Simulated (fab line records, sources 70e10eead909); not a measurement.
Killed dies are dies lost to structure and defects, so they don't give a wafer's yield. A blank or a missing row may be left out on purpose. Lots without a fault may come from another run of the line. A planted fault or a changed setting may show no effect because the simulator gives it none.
A struck lot beside a sound one | flow nand_harc | 21 steps out of a route of 1302
Sound: wafers L784.2, L784.5, L784.6. Struck: wafers L795.1, L795.3, L795.4. The cause comes at the end.
At each step with rows: each side's tool, then ch and its chambers, then its first start. Under that, the readings that differ: sound wafers | struck wafers | difference of the means | sigmas: that difference in standard deviations of wafers without a fault.
alike: readings whose means differ by less than 2 such deviations, and words and numbers that are the same on both sides. not compared: withheld readings, readings that some wafer has no value for, bounds like >300 that may hide the same value, and numbers for which the record gives no deviation and whose values overlap.
The two part at a step that has a row with sigmas, a row that says differs or no value, or rows on one side only. Numbers that don't overlap but have no deviation are shown without sigmas and don't part them. A reading that every wafer of one side lacks parts them only if that side has two wafers or more.

NHARC_P_CONTACT_CVD_23: deposits W, target thk 200 nm, time 557 s.
  sound on cvd_w-02 ch 0,1; struck on cvd_w-01 ch 0,1
  alike: heater_power_w, mfc_ar_sccm, mfc_wf6_sccm, throttle_valve_pct
NHARC_P_CONTACT_CMP_24: polishes, t overpolish 30 s, target thk 200 nm.
  sound on cmp-04 ch 1,2,3, day 8 00:11; struck on cmp-04 ch 1,2,3, day 12 21:40
  reading                | sound          | struck         | difference | sigmas
  time_to_endpoint_s (s) | 37.5 35.0 37.7 | 40.9 42.9 42.0 | +5.2       | +3
  alike: motor_current_A, overpolish_run_s
then, 1 step without rows for these wafers: NHARC_P_CONTACT_SRD_26.
NHARC_P_CONTACT_INSPECT_27:
  sound on defect_inspect-02, day 8 00:31; struck on defect_inspect-02, day 12 22:04
  alike: raw_defect_count
then, 7 steps without rows for these wafers: NHARC_P_M0_DEP_00 (deposits SiOC, target thk 150 nm); NHARC_P_M0_DEHYDRATE_01 (time 120 s); NHARC_P_M0_HMDS_02 (time 30 s); NHARC_P_M0_COAT_33 (time 65 s); NHARC_P_M0_COAT_03 (resist thk 90 nm); NHARC_P_M0_SOFTBAKE_04 (time 55 s); NHARC_P_M0_EBR_05.
NHARC_P_M0_EXPOSE_06: exposes mask P M0, target cd 90 nm.
  sound on arfi_scanner-03 ch 0, day 8 01:17; struck on arfi_scanner-02 ch 0, day 12 22:49
  reading              | sound             | struck            | difference | sigmas
  exposure_dose_mJ_cm2 | 81.28 81.29 81.31 | 50.41 50.48 50.53 | -30.82     | -99 or more
  alike: mask
then, 2 steps without rows for these wafers: NHARC_P_M0_PEB_07 (peb time 65 s); NHARC_P_M0_DEVELOP_08 (develop time 35 s).
NHARC_P_M0_CD_MEAS_09: target cd 90 nm.
  sound on cd_sem-02 ch 0, day 8 01:25; struck on cd_sem-02 ch 0, day 12 22:58
  reading    | sound          | struck         | difference | sigmas
  cd_nm (nm) | 89.2 89.6 89.9 | 59.8 60.4 61.0 | -29.2      | -66
NHARC_P_M0_OVL_MEAS_10: pitch 180 nm.
  sound on overlay-02, day 8 01:31; struck on overlay-01, day 12 23:03
  reading           | sound          | struck      | difference | sigmas
  overlay_x_nm (nm) | -0.7 -1.6 -0.3 | 1.6 1.5 1.4 | +2.4       | +3
  overlay_y_nm (nm) | -1.3 -1.2 -1.2 | 0.9 0.8 0.2 | +1.9       | +2
NHARC_P_M0_INSPECT_11:
  sound on defect_inspect-01, day 8 01:32; struck on defect_inspect-02, day 12 23:05
  alike: raw_defect_count
NHARC_P_M0_DESCUM_14: chemistry O2, time 3 s.
  sound on rie_diel-08 ch 0,3, day 8 01:37; struck on rie_diel-11 ch 1,2,3, day 12 23:10
  reading               | sound             | struck            | difference | sigmas
  model.P_M0.cd_nm (nm) | 89.25 89.38 89.78 | 60.02 60.48 60.22 | -29.23     |
  alike: drypump_motor_current_A, mfc_ar_sccm, oes_product_au, rf_vpp_V, showerhead_plenum_p_Torr, throttle_valve_pct
  not compared: rf_hours_counter_h
NHARC_P_M0_ETCH_34: etches the open film in N2/H2, target depth 40 nm, overetch 12 nm, time 43.94 s.
  sound on rie_diel-08 ch 0,2,3, day 8 01:42; struck on rie_diel-11 ch 0,1,2, day 12 23:14
  alike: drypump_motor_current_A, h2_flow_sccm, mfc_ar_sccm, n2_flow_sccm, oes_product_au, rf_vpp_V, showerhead_plenum_p_Torr, throttle_valve_pct
  not compared: rf_hours_counter_h
NHARC_P_M0_ETCH_15: etches the open film in C4F8/Ar, target depth 150 nm, overetch 15 nm, time 82.5 s.
  sound on rie_diel-08 ch 1,2; struck on rie_diel-11 ch 0,2,3
  reading               | sound             | struck            | difference | sigmas
  oes_product_au (a.u.) | 0.918 0.923 0.930 | 0.982 0.963 0.983 | +0.052     | +3
  model.P_M0.cd_nm (nm) | 89.02 89.7 89.66  | 60.24 60.32 60.14 | -29.23     |
  alike: rf_vpp_V
  not compared: rf_hours_counter_h
NHARC_P_M0_CD_MEAS_16:
  sound on cd_sem-02, day 8 01:54; struck on cd_sem-01, day 12 23:27
  reading    | sound          | struck         | difference | sigmas
  cd_nm (nm) | 89.0 89.9 89.9 | 60.6 60.3 60.4 | -29.2      | -54

WHERE THEY PART
First at NHARC_P_CONTACT_CMP_24; last, within this record, at NHARC_P_M0_CD_MEAS_16.

WHY: what the simulator had put in
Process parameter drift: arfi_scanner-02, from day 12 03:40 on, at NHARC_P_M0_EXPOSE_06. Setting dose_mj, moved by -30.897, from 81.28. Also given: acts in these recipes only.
